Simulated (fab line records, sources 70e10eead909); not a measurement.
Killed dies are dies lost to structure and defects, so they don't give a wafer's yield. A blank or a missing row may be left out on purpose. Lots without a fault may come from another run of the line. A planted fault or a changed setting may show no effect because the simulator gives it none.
A struck lot beside a sound one | flow nand_harc | 42 steps out of a route of 1302
Sound: wafers L311.1, L311.2, L311.6. Struck: wafers L332.1, L332.2, L332.5. The cause comes at the end.
At each step with rows: each side's tool, then ch and its chambers, then its first start. Under that, the readings that differ: sound wafers | struck wafers | difference of the means | sigmas: that difference in standard deviations of wafers without a fault.
alike: readings whose means differ by less than 2 such deviations, and words and numbers that are the same on both sides. not compared: withheld readings, readings that some wafer has no value for, bounds like >300 that may hide the same value, and numbers for which the record gives no deviation and whose values overlap.
The two part at a step that has a row with sigmas, a row that says differs or no value, or rows on one side only. Numbers that don't overlap but have no deviation are shown without sigmas and don't part them. A reading that every wafer of one side lacks parts them only if that side has two wafers or more.

NHARC_P_GATE_STRIP_101: strips in O2, time 20 s.
  sound on rie_diel-05 ch 2,3, day 5 22:20; struck on rie_diel-12 ch 0,1,2, day 14 08:49
  alike: drypump_motor_current_A, oes_product_au, rf_vpp_V, showerhead_plenum_p_Torr, throttle_valve_pct
  not compared: rf_hours_counter_h
then, 11 steps without rows for these wafers: NHARC_P_GATE_PRECLEAN_97 (cleans in SPM, time 600 s); NHARC_P_GATE_SRD_98; NHARC_P_GATE_PRECLEAN_99 (cleans in SC1); NHARC_P_GATE_SRD_100; NHARC_P_GATE_DEHYDRATE_38 (time 120 s); NHARC_P_GATE_HMDS_39 (time 30 s); NHARC_P_GATE_COAT_40; NHARC_P_GATE_SOFTBAKE_41 (time 95 s); NHARC_P_GATE_EBR_42; NHARC_P_GATE_EXPOSE_43 (exposes mask P NSD, target cd 720 nm); NHARC_P_GATE_PEB_44 (peb time 85 s).
NHARC_P_GATE_DEVELOP_45: time 70 s.
  sound on litho_track-03 ch 0, day 5 23:00; struck on litho_track-05 ch 0, day 14 09:00
then, 1 step without rows for these wafers: NHARC_P_GATE_HARDBAKE_47 (time 80 s).
NHARC_P_GATE_DESCUM_48: chemistry O2, time 3 s.
  sound on rie_diel-12 ch 0,2,3, day 5 23:25; struck on rie_diel-05 ch 0,2, day 14 09:47
  reading                 | sound             | struck        | difference | sigmas
  model.P_GATE.cd_nm (nm) | 721.2 721.8 722.5 | 119.8 121 121 | -601.2     |
  alike: drypump_motor_current_A, oes_product_au, rf_vpp_V, showerhead_plenum_p_Torr, throttle_valve_pct
  not compared: rf_hours_counter_h
then, 2 steps without rows for these wafers: NHARC_P_GATE_IMPLANT_49; NHARC_P_GATE_STRIP_111 (strips in N2/H2, time 250 s).
NHARC_P_GATE_STRIP_75: strips in O2.
  sound on plasma_asher-01 ch 0,1, day 6 00:05; struck on plasma_asher-01 ch 0,1, day 14 10:27
  alike: drypump_motor_current_A, heater_power_w
  not compared: rf_hours_counter_h
then, 10 steps without rows for these wafers: NHARC_P_GATE_STRIP_50 (strips in SPM, time 900 s); NHARC_P_GATE_DEHYDRATE_51 (time 120 s); NHARC_P_GATE_HMDS_52 (time 30 s); NHARC_P_GATE_COAT_53; NHARC_P_GATE_SOFTBAKE_54 (time 95 s); NHARC_P_GATE_EBR_55; NHARC_P_GATE_EXPOSE_56 (exposes mask P PSD, target cd 720 nm); NHARC_P_GATE_PEB_57 (peb time 85 s); NHARC_P_GATE_DEVELOP_58 (time 70 s); NHARC_P_GATE_HARDBAKE_60 (time 80 s).
NHARC_P_GATE_DESCUM_61: chemistry O2, time 3 s.
  sound on rie_diel-05 ch 2,3, day 6 04:38; struck on rie_diel-12 ch 1,2, day 14 11:32
  alike: drypump_motor_current_A, oes_product_au, rf_vpp_V, showerhead_plenum_p_Torr, throttle_valve_pct
  not compared: rf_hours_counter_h
then, 1 step without rows for these wafers: NHARC_P_GATE_IMPLANT_62.
NHARC_P_GATE_STRIP_112: strips in N2/H2, time 200 s.
  sound on plasma_asher-02 ch 0,1, day 6 05:01; struck on plasma_asher-02 ch 0,1, day 14 11:54
  alike: drypump_motor_current_A, heater_power_w
  not compared: rf_hours_counter_h
NHARC_P_GATE_STRIP_76: strips in O2.
  sound on plasma_asher-02 ch 0,1, day 6 05:16; struck on plasma_asher-02 ch 0,1, day 14 12:10
  alike: drypump_motor_current_A, heater_power_w
  not compared: rf_hours_counter_h
then, 8 steps without rows for these wafers: NHARC_P_GATE_STRIP_63 (strips in SPM, time 900 s); NHARC_P_GATE_DEHYDRATE_83 (time 120 s); NHARC_P_GATE_HMDS_84 (time 30 s); NHARC_P_GATE_COAT_85; NHARC_P_GATE_SOFTBAKE_86 (time 95 s); NHARC_P_GATE_EBR_87; NHARC_P_GATE_EXPOSE_88 (exposes mask P HVN, target cd 2000 nm); NHARC_P_GATE_PEB_89 (peb time 85 s).
NHARC_P_GATE_DESCUM_93: chemistry O2, time 3 s.
  sound on rie_diel-07 ch 2,3, day 6 06:22; struck on rie_diel-05 ch 1,2,3, day 14 13:08
  reading                 | sound          | struck        | difference | sigmas
  model.P_GATE.cd_nm (nm) | 2001 1999 1999 | 119.8 121 121 | -1879.1    |
  alike: drypump_motor_current_A, oes_product_au, rf_vpp_V, showerhead_plenum_p_Torr, throttle_valve_pct
  not compared: rf_hours_counter_h
-- the record jumps here: 20 days lie between the struck wafers' starts before and after (it left off in module P_GATE and takes up again in module END, whose first step shown is number 1302 of the route) --
NHARC_END_SORT_01:
  the record has rows for the struck wafers here (prober-01 ch 0, day 34 11:05) and none for the sound ones

WHERE THEY PART
Only at NHARC_END_SORT_01, within this record.

WHY: what the simulator had put in
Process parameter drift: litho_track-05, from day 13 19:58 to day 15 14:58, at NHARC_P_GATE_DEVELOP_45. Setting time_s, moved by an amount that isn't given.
